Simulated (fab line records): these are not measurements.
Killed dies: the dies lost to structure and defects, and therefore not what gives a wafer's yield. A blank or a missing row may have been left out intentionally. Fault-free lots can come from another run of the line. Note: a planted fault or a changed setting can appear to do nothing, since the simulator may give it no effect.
Which of the tools did it? + flow nandHarc + at 1 step of a route of 1302, 23 lots with 69 wafers sampled

## WHAT THE GAUGES SHOWED, per wafer
NHARC_A_DECK1_JOINT_INSPECT_05. Usual: rawDefectCount reads 322 (standard deviation 110).
| lot  | measured     | on               | rawDefectCount | flag |
|------|--------------|------------------|----------------|------|
| L074 | day 12 06:50 | defectInspect-02 | 282 412 355    |      |
| L075 | day 12 20:14 | defectInspect-02 | 307 393 348    |      |
| L076 | day 13 01:28 | defectInspect-01 | 456 514 436    |      |
| L077 | day 13 16:23 | defectInspect-01 | 196 108 263    |      |
| L078 | day 13 23:33 | defectInspect-01 | 216 237 224    |      |
| L079 | day 13 23:33 | defectInspect-02 | 322 303 316    |      |
| L081 | day 14 19:56 | defectInspect-01 | 197 291 417    |      |
| L080 | day 14 19:56 | defectInspect-02 | 604 711 391    |      |
| L083 | day 15 15:28 | defectInspect-01 | 342 278 273    |      |
| L082 | day 15 15:30 | defectInspect-02 | 420 282 269    |      |
| L085 | day 16 19:16 | defectInspect-02 | 284 396 365    |      |
| L084 | day 16 19:16 | defectInspect-02 | 673 520 269    |      |
| L087 | day 17 13:49 | defectInspect-02 | 414 220 131    |      |
| L086 | day 17 13:51 | defectInspect-01 | 317 322 270    |      |
| L089 | day 18 19:26 | defectInspect-01 | 221 290 173    |      |
| L088 | day 18 19:28 | defectInspect-02 | 349 352 392    |      |
| L090 | day 19 05:05 | defectInspect-02 | 303 251 247    |      |
| L091 | day 19 08:02 | defectInspect-01 | 249 224 161    |      |
| L095 | day 20 16:43 | defectInspect-01 | 274 522 314    |      |
| L094 | day 20 16:48 | defectInspect-02 | 220 260 229    |      |
| L093 | day 20 16:53 | defectInspect-01 | 232 247 186    |      |
| L096 | day 21 09:59 | defectInspect-01 | 265 191 369    |      |
| L097 | day 22 00:50 | defectInspect-02 | 305 227 194    |      |

## WHAT TOOL EACH LOT RAN ON (gives the tool, then ch and the chambers of the sampled wafers, and finally the start)
The record holds no process step before these readings.

## AS READ BY THE TOOLS THEMSELVES (means over the sampled wafers that have a number; for cases with no such wafer, the mark the record gives instead)
The record holds no such reading with a usual standard deviation.

## THE ANSWER, worked out from the rows above alone
Rule: lot off if the mean of its wafers having a number is beyond 3 standard deviations from the usual mean. Also off: a lot with no number at a reading for which 4 or more lots have one. The other lots that the step has rows for count as sound. Order of review: gauges by route order, followed by the tools' own readings, for which a lot's mean as printed above is used. The first step at which some lot is off is used, and at that step the reading that is off furthest; a lot without a number counts as furthest.
No lot is off on any of the readings shown, so nothing can be concluded from this.

## WHAT THE SIMULATOR HAD PUT IN
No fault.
